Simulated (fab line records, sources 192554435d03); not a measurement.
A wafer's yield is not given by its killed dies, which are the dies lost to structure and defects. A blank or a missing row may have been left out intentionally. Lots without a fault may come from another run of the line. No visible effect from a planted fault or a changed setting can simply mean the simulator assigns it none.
Matching of chambers    flow n5 finfet    N5_BEOL_M4_ETCHBACK_99 on rie diel-01 has 4 sister chambers
The step etches SiO2 in CHF3, target depth 5 nm, time 10.4 s. 8 wafers are shown with their chamber, then 11 later ones without.

## WAFERS PAIRED WITH THEIR CHAMBERS
wafer   chamber  showerhead plenum p Torr (Torr)  throttle valve pct (%)
L083.4  2        2.23                             17.21
L085.5  1        2.25                             16.98
L087.4  0        2.17                             17.31
L087.6  1        2.25                             16.97
L088.2  2        2.22                             17.21
L088.3  3        2.28                             16.79
L088.5  3        2.28                             16.80
L091.2  0        2.17                             17.30

## WAFERS MISSING THEIR CHAMBER
wafer   showerhead plenum p Torr (Torr)  throttle valve pct (%)
L091.4  2.22                             17.23
L091.6  2.22                             17.23
L090.1  2.27                             16.80
L090.5  2.27                             16.80
L090.6  2.22                             17.23
L092.2  2.27                             16.82
L092.5  2.22                             17.23
L092.6  2.24                             16.99
L097.1  2.21                             17.25
L097.4  2.24                             17.04
L097.5  2.21                             17.24

## EACH ONE'S CHAMBER
wafer   from the rows above  in truth
L091.4  2                    2
L091.6  2                    2
L090.1  3                    3
L090.5  3                    3
L090.6  2                    2
L092.2  3                    3
L092.5  2                    2
L092.6  1                    1
L097.1  2                    2
L097.4  1                    1
L097.5  2                    2
11 of 11 placed correctly. Can't be placed from these rows: 0. Wrongly placed: 0.
How it was worked out, from the rows above alone: a wafer's distance from a chamber is the root of the sum, over the readings, of the square of ((its reading less the chamber's mean) divided by the reading's scatter). If the next closest chamber is less than 2 further off than the closest, the wafer can't be placed; otherwise it belongs to the closest. The mean given for a chamber averages the wafers shown for that chamber. The scatter: take each reading less its chamber's mean, square it, sum over the shown wafers, divide by the number of wafers less the number of chambers, and take the root.
